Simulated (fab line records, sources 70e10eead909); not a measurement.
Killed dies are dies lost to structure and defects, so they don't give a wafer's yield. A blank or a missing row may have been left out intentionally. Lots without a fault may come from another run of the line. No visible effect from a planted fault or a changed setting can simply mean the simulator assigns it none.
Chamber matching	flow nandHarc	pecvd-02 running NHARC_P_M2_DEP_33: 3 sister chambers
The step deposits SiCN, target thk 30 nm. 22 wafers are shown with their chamber, then 11 later ones without.

WAFERS, EACH WITH ITS CHAMBER
wafer	chamber	heaterPowerW (W)	rfFwdPowerW (W)
L075.1	2	491	447.2
L075.3	0	552	448.3
L075.5	1	617	450.1
L078.1	1	693	451.4
L078.2	0	563	448.4
L078.3	1	685	450.1
L081.1	0	574	448.4
L081.4	1	611	451.8
L081.6	0	557	450.6
L082.2	2	543	446.8
L082.3	0	560	448.2
L082.5	1	725	446.7
L085.1	2	590	449.2
L085.2	0	451	449.9
L085.6	0	457	451.3
L087.3	2	555	449.8
L087.5	1	742	449.4
L087.6	2	580	446.7
L089.2	0	474	451.5
L089.3	1	700	447.1
L089.5	0	493	448.2
L088.1	1	737	447.5

SIGNATURES, as means of the wafers listed above
reading	chamber 0	chamber 1	chamber 2	scatter within a chamber
heaterPowerW	520.11	688.75	551.80	48.2
rfFwdPowerW	449.422	449.262	447.940	1.64
Rule: a wafer lies at a distance from a chamber equal to the root of the sum of squares, over the readings, of (its reading less the chamber's mean, divided by the reading's scatter). The wafer belongs to the nearest chamber; if the next one is less than 2 further off, it can't be placed. The scatter: take each reading less its chamber's mean, square it, sum over the shown wafers, divide by the number of wafers less the number of chambers, and take the root.

WAFERS MISSING THEIR CHAMBER
wafer	heaterPowerW (W)	rfFwdPowerW (W)
L088.4	730	449.4
L088.5	537	451.5
L090.2	582	445.3
L090.3	693	450.3
L090.6	581	446.6
L096.2	454	451.8
L096.3	725	444.7
L096.5	579	450.0
L097.3	525	449.4
L097.5	526	450.3
L097.6	667	448.8

THE CHAMBER EACH PASSED THROUGH
wafer	from the rows above	in truth
L088.4	1	1
L088.5	can't be placed: 0 or 2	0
L090.2	can't be placed: 2 or 0 or 1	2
L090.3	1	1
L090.6	can't be placed: 2 or 0 or 1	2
L096.2	can't be placed: 0 or 2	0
L096.3	can't be placed: 1 or 2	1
L096.5	can't be placed: 0 or 2 or 1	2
L097.3	can't be placed: 0 or 2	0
L097.5	can't be placed: 0 or 2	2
L097.6	can't be placed: 1 or 2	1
Placed correctly: 2 of 11. Can't be placed from these rows: 9 (the true chamber is among the candidates in 9). 0 placed wrongly.
